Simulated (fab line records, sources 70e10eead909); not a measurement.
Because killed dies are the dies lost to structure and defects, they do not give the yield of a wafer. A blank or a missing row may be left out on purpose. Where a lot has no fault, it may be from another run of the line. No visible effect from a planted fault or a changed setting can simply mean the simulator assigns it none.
fab line records	flow nand-harc	part 1 of 2: steps 1 to 27 of 34
record: lots: 5	wafers: 15	last-day: 34
route steps=1302 shown P_ZERO_WELL@56 P_STI@69
lots with no fault: from the same line, run without faults
start-h: hours from the record's first day to the start of the lot's first wafer shown	wait-h: how many hours have passed since the lot's step before this one	" the same as in the row above	L1.1+2: a row that stands for several wafers	- either no value or no given start	* or withheld: withheld	< > ~ a bound
route shown NAME@n: NAME is a module with steps in the file, n the number in the route of the first one	usual: mean and standard deviation over wafers with no fault	same: alike in all rows	chamber/n: place in a boat	sites: per-site readings	_std_site: standard deviation across them	_edge_site: mean of outer sites minus mean of inner sites	radius-mm: for every site, how far away it sits from the centre of the wafer	mask NAME#n: copy n	behind: tool/chamber where the wafer was last shaped	hold: what put the lot on hold/how long, in hours/how the hold closed	device: which transistor (n, p or np) failed to switch	end of line: at the end of the route, the tests of the same wafers	a step given without rows: its recipe and nothing more	killed: count of dies lost to structure and defects at first sort (not the wafer's yield)	map: a wafer's dies, x killed, . not, _ none there
set.NAME: the setting that was run; set.NAME@STEP: the one run at that earlier step	model.NAME: the simulator's own value behind a step, which no gauge read
a table for each step, a row for each wafer; lots at some steps of the route
services: when a tool's chamber went out of use (start-h, in hours from the record's first day, below 0 if earlier), for how many hours, and the reason
== steps ==
step: NHARC_P_ZERO_WELL_EXPOSE_49
recipe: na: 0.6	target-cd-nm: 2000	dose-mj: 22.64	mask-id: P_HVPW
lot.wafer	tool	chamber	start-h	wait-h	mask
L074.1+2+5	krf-scanner-03	0	25.72	-	P_HVPW#0
L077.2+4+6	krf-scanner-02	0	55.70	-	P_HVPW#0
L091.1+3+6	krf-scanner-01	0	195.92	-	P_HVPW#0
L093.2+3+5	krf-scanner-03	0	215.48	-	P_HVPW#0
L097.2+3+6	krf-scanner-02	0	255.64	-	P_HVPW#0
step: NHARC_P_ZERO_WELL_PEB_50
recipe: peb-temp-c: 118	peb-time-s: 85
usual: resist-line-temp-C: 22.97/0.1
lot.wafer	tool	chamber	start-h	wait-h	resist-line-temp-C
L074.1	litho-track-02	0	25.79	0.1	22.92
L074.2	"	0	"	"	22.89
L074.5	"	0	"	"	23.02
L077.2	litho-track-07	0	55.76	0.1	23.05
L077.4	"	0	"	"	23.03
L077.6	"	0	"	"	23.16
L091.1	litho-track-07	0	195.99	0.1	23.06
L091.3	"	0	"	"	23.01
L091.6	"	0	"	"	22.93
L093.2	litho-track-02	0	215.54	0.1	23.11
L093.3	"	0	"	"	23.15
L093.5	"	0	"	"	23.05
L097.2	litho-track-03	0	255.70	0.1	22.88
L097.3	"	0	"	"	22.96
L097.6	"	0	"	"	23.12
step: NHARC_P_ZERO_WELL_DEVELOP_51
recipe: time-s: 70
usual: resist-line-temp-C: 23.02/0.1
lot.wafer	tool	chamber	start-h	wait-h	resist-line-temp-C
L074.1	litho-track-02	0	-	-	23.02
L074.2	"	0	"	"	23.18
L074.5	"	0	"	"	23.01
L077.2	litho-track-07	0	-	-	23.14
L077.4	"	0	"	"	23.04
L077.6	"	0	"	"	23.17
L091.1	litho-track-07	0	-	-	22.96
L091.3	"	0	"	"	22.99
L091.6	"	0	"	"	23.07
L093.2	litho-track-02	0	-	-	22.95
L093.3	"	0	"	"	23.05
L093.5	"	0	"	"	23.13
L097.2	litho-track-03	0	-	-	22.96
L097.3	"	0	"	"	22.87
L097.6	"	0	"	"	22.89
step: NHARC_P_ZERO_WELL_CD_MEAS_52
recipe: target-cd-nm: 2000	landing-energy-ev: 500
usual: cd-nm: 1999.8/1.3
lot.wafer	tool	chamber	start-h	wait-h	cd-nm
L074.1	cd-sem-02	0	25.88	-	1999.4
L074.2	"	0	"	"	1999.4
L074.5	"	0	"	"	1999.4
L077.2	cd-sem-02	0	55.85	-	1999.6
L077.4	"	0	"	"	1998.9
L077.6	"	0	"	"	2000.4
L091.1	cd-sem-01	0	196.08	-	1998.8
L091.3	"	0	"	"	1999.8
L091.6	"	0	"	"	2000.4
L093.2	cd-sem-03	0	215.63	-	1997.5
L093.3	"	0	"	"	1999.6
L093.5	"	0	"	"	1999.3
L097.2	cd-sem-03	0	255.80	-	2000.5
L097.3	"	0	"	"	1998.1
L097.6	"	0	"	"	2000.2
step: NHARC_P_ZERO_WELL_HARDBAKE_53
recipe: temp-c: 125	time-s: 80
usual: resist-line-temp-C: 22.99/0.12
lot.wafer	tool	chamber	start-h	wait-h	resist-line-temp-C
L074.1	litho-track-07	0	25.96	-	22.96
L074.2	"	0	"	"	22.92
L074.5	"	0	"	"	23.02
L077.2	litho-track-07	0	55.93	-	22.77
L077.4	"	0	"	"	22.73
L077.6	"	0	"	"	22.90
L091.1	litho-track-03	0	196.16	-	22.99
L091.3	"	0	"	"	23.15
L091.6	"	0	"	"	23.08
L093.2	litho-track-07	0	215.71	-	23.10
L093.3	"	0	"	"	23.10
L093.5	"	0	"	"	23.08
L097.2	litho-track-02	0	255.88	-	22.97
L097.3	"	0	"	"	23.07
L097.6	"	0	"	"	22.86
step: NHARC_P_ZERO_WELL_DESCUM_54
recipe: time-s: 3	o2-flow-sccm: 200	ar-flow-sccm: 0	bias-power-w: 0	chemistry: O2
usual: drypump-motor-current-A: 5.6/0.5	oes-product-au: 1.000/0.007	rf-vpp-V: 57.6/0.87	showerhead-plenum-p-Torr: 1.88/0.072	throttle-valve-pct: 11.311/0.0092
lot.wafer	tool	chamber	start-h	wait-h	drypump-motor-current-A	oes-product-au	rf-hours-counter-h	rf-vpp-V	showerhead-plenum-p-Torr	throttle-valve-pct
L074.1	rie-diel-07	3	26.05	-	5.1	1.000	27	57.6	1.89	11.304
L074.2	"	1	"	"	6.1	1.003	23	57.5	1.78	11.316
L074.5	"	2	"	"	6.5	1.011	-	57.3	1.96	11.300
L077.4	rie-diel-02	1	56.03	-	5.7	1.000	2	56.0	1.88	11.314
L077.2	"	2	"	"	5.4	1.003	1	57.1	1.83	11.299
L077.6	"	0	"	"	4.9	1.011	-	56.9	1.80	11.304
L091.3	rie-diel-07	3	196.24	-	5.1	0.997	26	57.7	1.87	11.296
L091.1	"	0	"	"	6.1	0.998	29	56.9	1.97	11.320
L091.6	"	3	"	"	5.1	1.003	-	57.1	1.87	11.315
L093.2	rie-diel-07	0	215.80	-	6.0	0.986	34	59.1	1.96	11.311
L093.3	"	2	"	"	6.5	1.004	32	58.7	1.94	11.298
L093.5	"	3	"	"	5.0	1.006	-	56.1	1.87	11.313
L097.3	rie-diel-02	2	255.95	-	5.4	0.998	10	56.9	1.81	11.322
L097.2	"	3	"	"	5.4	1.009	9	59.5	1.91	11.307
L097.6	"	3	"	"	5.4	1.005	-	57.9	1.91	11.318
step: NHARC_P_ZERO_WELL_IMPLANT_55
recipe: energy-kev: 180	dose-cm2: 8e+11	tilt-deg: 7
usual: dose-ions-cm2: 8e+11/9.3e+08
lot.wafer	tool	chamber	start-h	wait-h	dose-ions-cm2
L074.1	implanter-02	0	26.18	0.1	7.99e+11
L074.2	"	0	"	"	7.991e+11
L074.5	"	0	"	"	7.995e+11
L077.2	implanter-01	0	56.19	0.1	8.024e+11
L077.4	"	0	"	"	8.016e+11
L077.6	"	0	"	"	8.011e+11
L091.1	implanter-02	0	196.39	0.1	7.992e+11
L091.3	"	0	"	"	8.008e+11
L091.6	"	0	"	"	8.007e+11
L093.2	implanter-01	0	215.96	0.2	7.999e+11
L093.3	"	0	"	"	8.006e+11
L093.5	"	0	"	"	8.016e+11
L097.2	implanter-02	0	256.13	0.2	7.991e+11
L097.3	"	0	"	"	7.995e+11
L097.6	"	0	"	"	8.006e+11
step: NHARC_P_ZERO_WELL_IMPLANT_61
recipe: energy-kev: 30	dose-cm2: 5e+11	tilt-deg: 7
usual: dose-ions-cm2: 4.999e+11/4.9e+08
lot.wafer	tool	chamber	start-h	wait-h	dose-ions-cm2
L074.1	implanter-02	0	26.36	0.2	4.991e+11
L074.2	"	0	"	"	4.995e+11
L074.5	"	0	"	"	4.988e+11
L077.2	implanter-01	0	56.37	0.2	5.002e+11
L077.4	"	0	"	"	5.006e+11
L077.6	"	0	"	"	5.004e+11
L091.1	implanter-02	0	196.56	0.1	5.004e+11
L091.3	"	0	"	"	5.012e+11
L091.6	"	0	"	"	5.009e+11
L093.2	implanter-01	0	216.14	0.1	4.999e+11
L093.3	"	0	"	"	4.999e+11
L093.5	"	0	"	"	5.001e+11
L097.2	implanter-02	0	256.31	0.2	4.996e+11
L097.3	"	0	"	"	4.989e+11
L097.6	"	0	"	"	4.99e+11
step: NHARC_P_ZERO_WELL_STRIP_56
recipe: time-s: 840	temp-c: 130	chemistry: SPM
lot.wafer	tool	chamber	start-h	wait-h
L074.1+2+5	wet-bench-04	1,4,5	26.59	0.2
L077.6+4+2	wet-bench-07	3,4,7	56.56	0.0
L091.3+1+6	wet-bench-04	6,7,1	196.79	0.1
L093.5+2+3	wet-bench-04	2,3,6	216.33	0.1
L097.6+3+2	wet-bench-04	0,3,4	256.49	0.0
step: NHARC_P_ZERO_WELL_PRECLEAN_68
recipe: time-s: 60	temp-c: 50	bath-age-min: 0	chemistry: SC1
usual: sc1-h2o2-end-mol-l: 0.3698/0.00067
lot.wafer	tool	chamber	start-h	wait-h	sc1-h2o2-end-mol-l
L074.1	wet-bench-04	1	-	-	0.3697
L074.2	"	4	"	"	0.3703
L074.5	"	5	"	"	0.3695
L077.6	wet-bench-07	3	-	-	0.3685
L077.4	"	4	"	"	0.3709
L077.2	"	7	"	"	0.3686
L091.3	wet-bench-04	6	-	-	0.3695
L091.1	"	7	"	"	0.3696
L091.6	"	1	"	"	0.3690
L093.5	wet-bench-04	2	-	-	0.3693
L093.2	"	3	"	"	0.3687
L093.3	"	6	"	"	0.3706
L097.6	wet-bench-04	0	-	-	0.3690
L097.3	"	3	"	"	0.3684
L097.2	"	4	"	"	0.3700
step: NHARC_P_ZERO_WELL_SRD_69
lot.wafer	tool	chamber	start-h	wait-h
L074.1+2+5	wet-bench-04	1,4,5	-	-
L077.6+4+2	wet-bench-07	3,4,7	-	-
L091.3+1+6	wet-bench-04	6,7,1	-	-
L093.5+2+3	wet-bench-04	2,3,6	-	-
L097.6+3+2	wet-bench-04	0,3,4	-	-
step: NHARC_P_ZERO_WELL_RTA_42
recipe: temp-c: 1100	time-s: 300
usual: lamp-power-pct: 37.53/0.22	lamp_zone_1_pct: 37.53/0.21	wafer_temp_C_max: 1103.8/0.85
lot.wafer	tool	chamber	start-h	wait-h	lamp-power-pct	lamp_zone_1_pct	wafer_temp_C_max
L074.1	rtp-anneal-01	0	27.01	-	37.33	37.28	1102.5
L074.2	"	0	"	"	37.22	37.32	1106.1
L074.5	"	0	"	"	37.28	37.28	1105.0
L077.2	rtp-anneal-02	0	57.11	-	37.67	37.75	1103.5
L077.4	"	0	"	"	37.72	37.69	1104.6
L077.6	"	0	"	"	37.68	37.72	1105.0
L091.1	rtp-anneal-01	0	197.21	-	37.26	37.29	1103.0
L091.3	"	0	"	"	37.22	37.30	1103.1
L091.6	"	0	"	"	37.25	37.31	1104.2
L093.2	rtp-anneal-01	0	216.88	-	37.30	37.37	1103.6
L093.3	"	0	"	"	37.24	37.29	1103.0
L093.5	"	0	"	"	37.29	37.33	1102.6
L097.2	rtp-anneal-01	0	257.04	-	37.33	37.37	1106.5
L097.3	"	0	"	"	37.32	37.30	1103.9
L097.6	"	0	"	"	37.29	37.32	1103.2
step: NHARC_P_ZERO_WELL_INSPECT_43
usual: raw-defect-count: 13/5.7
lot.wafer	tool	chamber	start-h	wait-h	raw-defect-count
L074.1	defect-inspect-01	-	27.69	0.6	18
L074.2	"	-	"	"	5
L074.5	"	-	"	"	9
L077.2	defect-inspect-02	-	57.68	0.5	8
L077.4	"	-	"	"	16
L077.6	"	-	"	"	17
L091.1	defect-inspect-01	-	197.90	0.6	10
L091.3	"	-	"	"	15
L091.6	"	-	"	"	21
L093.2	defect-inspect-01	-	217.45	0.5	15
L093.3	"	-	"	"	16
L093.5	"	-	"	"	20
L097.2	defect-inspect-02	-	257.61	0.5	13
L097.3	"	-	"	"	10
L097.6	"	-	"	"	16
step: NHARC_P_STI_ETCH_26
recipe: target-depth-a: 110	chemistry: dHF	material: SiO2
lot.wafer	tool	chamber	start-h	wait-h
L074.5+2+1	wet-bench-06	5,7,2	27.74	0.0
L077.2+4+6	wet-bench-06	5,0,2	57.73	0.0
L091.6+3+1	wet-bench-02	1,2,6	197.96	0.0
L093.5+2+3	wet-bench-06	5,1,2	217.50	0.0
L097.2+3+6	wet-bench-06	1,4,5	257.66	0.0
step: NHARC_P_STI_PRECLEAN_27
recipe: time-s: *	temp-c: 50	bath-age-min: 0	chemistry: SC1
usual: sc1-h2o2-end-mol-l: 0.3698/0.00067
lot.wafer	tool	chamber	start-h	wait-h	sc1-h2o2-end-mol-l
L074.5	wet-bench-06	5	27.81	0.1	0.3702
L074.2	"	7	"	"	0.3700
L074.1	"	2	"	"	0.3696
L077.2	wet-bench-06	5	57.79	0.1	0.3688
L077.4	"	0	"	"	0.3693
L077.6	"	2	"	"	0.3699
L091.6	wet-bench-02	1	198.02	0.1	0.3699
L091.3	"	2	"	"	0.3686
L091.1	"	6	"	"	0.3687
L093.5	wet-bench-06	5	217.57	0.1	0.3698
L093.2	"	1	"	"	0.3700
L093.3	"	2	"	"	0.3699
L097.2	wet-bench-06	1	257.73	0.1	0.3689
L097.3	"	4	"	"	0.3692
L097.6	"	5	"	"	0.3681
step: NHARC_P_STI_SRD_28
lot.wafer	tool	chamber	start-h	wait-h
L074.5+2+1	wet-bench-06	5,7,2	-	-
L077.2+4+6	wet-bench-06	5,0,2	-	-
L091.6+3+1	wet-bench-02	1,2,6	-	-
L093.5+2+3	wet-bench-06	5,1,2	-	-
L097.2+3+6	wet-bench-06	1,4,5	-	-
step: NHARC_P_STI_OXIDE_29
recipe: target-thk-a: 100	temp-c: 900	ox-time-s: 1362	material: SiO2
usual: spike-tc-bottom-C: 920.9/2.7	spike-tc-upper-C: 899.8/1.1
lot.wafer	tool	chamber	start-h	wait-h	spike-tc-bottom-C	spike-tc-upper-C
L074.1	furnace-08	0	33.19	-	918.7	897.8
L074.2	"	0	"	"	916.2	900.9
L074.5	"	0	"	"	918.7	899.9
L077.2	furnace-08	0	62.36	-	913.8	898.6
L077.4	"	0	"	"	917.7	898.3
L077.6	"	0	"	"	918.0	897.8
L091.1	furnace-02	0	201.86	-	923.9	900.3
L091.3	"	0	"	"	924.2	901.4
L091.6	"	0	"	"	922.5	902.1
L093.2	furnace-07	0	223.20	-	921.3	898.4
L093.3	"	0	"	"	920.2	898.3
L093.5	"	0	"	"	920.2	899.9
L097.2	furnace-08	0	263.09	-	918.7	898.0
L097.3	"	0	"	"	916.6	899.1
L097.6	"	0	"	"	918.8	899.0
step: NHARC_P_STI_HM_DEP_30
recipe: target-thk-a: 800	temp-c: 790	pressure-mtorr: 300	time-s: 873	material: Si3N4
usual: spike-tc-bottom-C: 809.5/2.5	spike-tc-upper-C: 790.1/1.6
lot.wafer	tool	chamber	start-h	wait-h	spike-tc-bottom-C	spike-tc-upper-C
L074.1	lpcvd-02	1	40.31	3.5	807.0	791.5
L074.2	"	1	"	"	808.9	790.5
L074.5	"	1	"	"	807.2	792.1
L077.2	lpcvd-01	1	69.53	3.5	805.0	787.8
L077.4	"	1	"	"	805.5	790.6
L077.6	"	1	"	"	805.9	789.2
L091.1	lpcvd-01	1	209.01	3.5	806.7	790.1
L091.3	"	1	"	"	807.2	788.0
L091.6	"	1	"	"	804.7	787.4
L093.2	lpcvd-01	0	230.39	3.5	811.8	790.2
L093.3	"	0	"	"	812.5	789.0
L093.5	"	0	"	"	813.5	789.2
L097.2	lpcvd-01	1	270.20	3.5	804.7	789.8
L097.3	"	1	"	"	805.5	788.4
L097.6	"	1	"	"	804.4	788.8
step: NHARC_P_STI_DEHYDRATE_01
recipe: temp-c: 150	time-s: 120
usual: resist-line-temp-C: 22.99/0.12
lot.wafer	tool	chamber	start-h	wait-h	resist-line-temp-C
L074.1	litho-track-05	0	43.95	0.4	22.89
L074.2	"	0	"	"	23.22
L074.5	"	0	"	"	23.07
L077.2	litho-track-05	0	73.20	0.4	22.77
L077.4	"	0	"	"	22.77
L077.6	"	0	"	"	22.88
L091.1	litho-track-03	0	212.62	0.4	23.06
L091.3	"	0	"	"	23.06
L091.6	"	0	"	"	23.17
L093.2	litho-track-05	0	234.01	0.4	23.04
L093.3	"	0	"	"	23.04
L093.5	"	0	"	"	22.86
L097.2	litho-track-02	0	273.94	0.4	22.97
L097.3	"	0	"	"	22.93
L097.6	"	0	"	"	22.97
step: NHARC_P_STI_HMDS_02
recipe: time-s: 30
usual: resist-line-temp-C: 22.99/0.11
lot.wafer	tool	chamber	start-h	wait-h	resist-line-temp-C
L074.1	litho-track-05	0	-	-	22.92
L074.2	"	0	"	"	23.20
L074.5	"	0	"	"	23.00
L077.2	litho-track-05	0	-	-	23.20
L077.4	"	0	"	"	23.19
L077.6	"	0	"	"	23.28
L091.1	litho-track-03	0	-	-	22.89
L091.3	"	0	"	"	22.95
L091.6	"	0	"	"	23.05
L093.2	litho-track-05	0	-	-	23.13
L093.3	"	0	"	"	23.14
L093.5	"	0	"	"	23.12
L097.2	litho-track-02	0	-	-	23.04
L097.3	"	0	"	"	23.02
L097.6	"	0	"	"	23.12
step: NHARC_P_STI_COAT_41
recipe: temp-c: 200	time-s: 65
usual: resist-line-temp-C: 23.02/0.11
lot.wafer	tool	chamber	start-h	wait-h	resist-line-temp-C
L074.1	litho-track-05	0	-	-	23.05
L074.2	"	0	"	"	23.16
L074.5	"	0	"	"	23.16
L077.2	litho-track-05	0	-	-	22.90
L077.4	"	0	"	"	23.14
L077.6	"	0	"	"	22.93
L091.1	litho-track-03	0	-	-	22.94
L091.3	"	0	"	"	23.04
L091.6	"	0	"	"	22.93
L093.2	litho-track-05	0	-	-	23.12
L093.3	"	0	"	"	22.92
L093.5	"	0	"	"	22.99
L097.2	litho-track-02	0	-	-	22.86
L097.3	"	0	"	"	22.80
L097.6	"	0	"	"	22.83
step: NHARC_P_STI_COAT_03
recipe: spin-rpm: 2000	resist-thk-nm: 600
usual: resist-line-temp-C: 23.02/0.09
lot.wafer	tool	chamber	start-h	wait-h	resist-line-temp-C
L074.1	litho-track-05	0	-	-	22.98
L074.2	"	0	"	"	23.07
L074.5	"	0	"	"	22.98
L077.2	litho-track-05	0	-	-	23.04
L077.4	"	0	"	"	23.01
L077.6	"	0	"	"	22.92
L091.1	litho-track-03	0	-	-	23.27
L091.3	"	0	"	"	23.15
L091.6	"	0	"	"	23.17
L093.2	litho-track-05	0	-	-	22.94
L093.3	"	0	"	"	23.07
L093.5	"	0	"	"	22.83
L097.2	litho-track-02	0	-	-	23.08
L097.3	"	0	"	"	23.02
L097.6	"	0	"	"	22.98
step: NHARC_P_STI_SOFTBAKE_04
recipe: temp-c: 125	time-s: 70
usual: resist-line-temp-C: 22.99/0.1
lot.wafer	tool	chamber	start-h	wait-h	resist-line-temp-C
L074.1	litho-track-05	0	-	-	22.97
L074.2	"	0	"	"	23.03
L074.5	"	0	"	"	22.95
L077.2	litho-track-05	0	-	-	22.96
L077.4	"	0	"	"	23.02
L077.6	"	0	"	"	23.10
L091.1	litho-track-03	0	-	-	23.14
L091.3	"	0	"	"	23.03
L091.6	"	0	"	"	23.09
L093.2	litho-track-05	0	-	-	22.80
L093.3	"	0	"	"	22.99
L093.5	"	0	"	"	22.84
L097.2	litho-track-02	0	-	-	23.08
L097.3	"	0	"	"	23.18
L097.6	"	0	"	"	23.08
step: NHARC_P_STI_EBR_05
usual: resist-line-temp-C: 22.99/0.096
lot.wafer	tool	chamber	start-h	wait-h	resist-line-temp-C
L074.1	litho-track-05	0	-	-	22.92
L074.2	"	0	"	"	22.87
L074.5	"	0	"	"	22.88
L077.2	litho-track-05	0	-	-	22.92
L077.4	"	0	"	"	22.90
L077.6	"	0	"	"	22.99
L091.1	litho-track-03	0	-	-	23.08
L091.3	"	0	"	"	23.03
L091.6	"	0	"	"	23.05
L093.2	litho-track-05	0	-	-	23.00
L093.3	"	0	"	"	22.98
L093.5	"	0	"	"	23.02
L097.2	litho-track-02	0	-	-	22.99
L097.3	"	0	"	"	22.90
L097.6	"	0	"	"	22.94
step: NHARC_P_STI_EXPOSE_06
recipe: na: 0.55	target-cd-nm: 200	dose-mj: 37.69	mask-id: P_STI
lot.wafer	tool	chamber	start-h	wait-h	mask
L074.1+2+5	krf-scanner-01	0	44.12	-	P_STI#0
L077.2+4+6	krf-scanner-02	0	73.49	-	P_STI#0
L091.1+3+6	krf-scanner-01	0	212.91	-	P_STI#0
L093.2+3+5	krf-scanner-04	0	234.31	-	P_STI#0
L097.2+3+6	krf-scanner-02	0	274.24	-	P_STI#0
step: NHARC_P_STI_PEB_07
recipe: peb-temp-c: 128	peb-time-s: 80
usual: resist-line-temp-C: 23.02/0.11
lot.wafer	tool	chamber	start-h	wait-h	resist-line-temp-C
L074.1	litho-track-03	0	44.18	0.1	23.03
L074.2	"	0	"	"	22.98
L074.5	"	0	"	"	23.04
L077.2	litho-track-05	0	73.55	0.1	22.90
L077.4	"	0	"	"	23.04
L077.6	"	0	"	"	22.93
L091.1	litho-track-02	0	212.98	0.1	23.08
L091.3	"	0	"	"	23.12
L091.6	"	0	"	"	23.15
L093.2	litho-track-05	0	234.37	0.1	23.09
L093.3	"	0	"	"	23.04
L093.5	"	0	"	"	22.95
L097.2	litho-track-03	0	274.30	0.1	23.14
L097.3	"	0	"	"	23.31
L097.6	"	0	"	"	23.35
step: NHARC_P_STI_DEVELOP_08
recipe: time-s: 50	dev-temp-c: 22
usual: resist-line-temp-C: 22.99/0.096
lot.wafer	tool	chamber	start-h	wait-h	resist-line-temp-C
L074.1	litho-track-03	0	-	-	22.83
L074.2	"	0	"	"	22.93
L074.5	"	0	"	"	22.78
L077.2	litho-track-05	0	-	-	23.10
L077.4	"	0	"	"	23.06
L077.6	"	0	"	"	23.15
L091.1	litho-track-02	0	-	-	23.02
L091.3	"	0	"	"	23.03
L091.6	"	0	"	"	23.01
L093.2	litho-track-05	0	-	-	23.00
L093.3	"	0	"	"	23.11
L093.5	"	0	"	"	22.86
L097.2	litho-track-03	0	-	-	22.77
L097.3	"	0	"	"	22.89
L097.6	"	0	"	"	22.86
